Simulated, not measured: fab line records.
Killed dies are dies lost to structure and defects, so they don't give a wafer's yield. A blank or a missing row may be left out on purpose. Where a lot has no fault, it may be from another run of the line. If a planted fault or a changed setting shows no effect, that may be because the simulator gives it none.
Chamber matching    flow n5 finfet    N5_BEOL_M1_VIA_ETCH_34 on rie diel-02 has 4 sister chambers
The step etches the open film in C4F6/O2, target depth 67.8 nm, time 64.4 s. 24 wafers are shown with their chamber, then 12 later ones without.

## EACH WAFER AND ITS CHAMBER
wafer   chamber  drypump motor current A (A)  showerhead plenum p Torr (Torr)  rf vpp V (V)
L074.2  2        6.1                          2.78                             663
L074.5  1        5.6                          2.73                             659
L074.6  2        6.0                          2.78                             666
L076.1  0        4.8                          2.90                             664
L076.2  2        6.1                          2.78                             667
L076.4  0        4.8                          2.90                             665
L078.1  1        5.6                          2.72                             658
L078.3  2        6.1                          2.78                             665
L078.5  2        6.1                          2.78                             664
L079.3  1        5.6                          2.72                             659
L079.5  1        5.6                          2.72                             657
L079.6  2        6.1                          2.78                             664
L081.1  1        5.6                          2.72                             660
L081.3  2        6.1                          2.78                             666
L081.6  3        5.9                          2.72                             655
L082.1  3        5.9                          2.72                             652
L082.3  0        4.8                          2.90                             664
L082.4  2        6.0                          2.77                             666
L083.1  3        5.9                          2.72                             651
L083.4  2        6.0                          2.77                             665
L083.6  0        4.8                          2.90                             664
L084.1  0        4.8                          2.90                             666
L084.2  2        6.1                          2.77                             665
L084.4  1        5.6                          2.72                             657

SIGNATURES (averages over the wafers above)
reading                   chamber 0  chamber 1  chamber 2  chamber 3  scatter within a chamber
drypump motor current A   4.800      5.600      6.070      5.900      0.0324
showerhead plenum p Torr  2.9000     2.7217     2.7770     2.7200     0.00383
rf vpp V                  664.60     658.33     665.10     652.67     1.27
Rule: a wafer lies at a distance from a chamber equal to the root of the sum of squares, over the readings, of (its reading less the chamber's mean, divided by the reading's scatter). The wafer belongs to the nearest chamber; if the next one is less than 2 further off, it can't be placed. How the scatter is found: for the shown wafers, subtract from each reading the mean of its chamber, square and add these, divide the total by (wafers less chambers), then take the root.

## WAFERS WITHOUT THEIR CHAMBER
wafer   drypump motor current A (A)  showerhead plenum p Torr (Torr)  rf vpp V (V)
L092.1  6.0                          2.77                             665
L092.2  4.8                          2.89                             665
L092.5  5.9                          2.71                             653
L090.1  6.1                          2.77                             665
L090.4  5.9                          2.71                             652
L090.5  6.1                          2.77                             665
L095.1  4.8                          2.89                             665
L095.2  6.0                          2.76                             665
L095.4  5.9                          2.71                             652
L097.4  5.6                          2.71                             657
L097.5  6.0                          2.76                             664
L097.6  5.9                          2.71                             651

## THE CHAMBER EACH PASSED THROUGH
wafer   from the rows above  in truth
L092.1  2                    2
L092.2  0                    0
L092.5  3                    3
L090.1  2                    2
L090.4  3                    3
L090.5  2                    2
L095.1  0                    0
L095.2  2                    2
L095.4  3                    3
L097.4  1                    1
L097.5  2                    2
L097.6  3                    3
12 of 12 placed correctly. Not placeable from these rows: 0. Placed wrongly: 0.
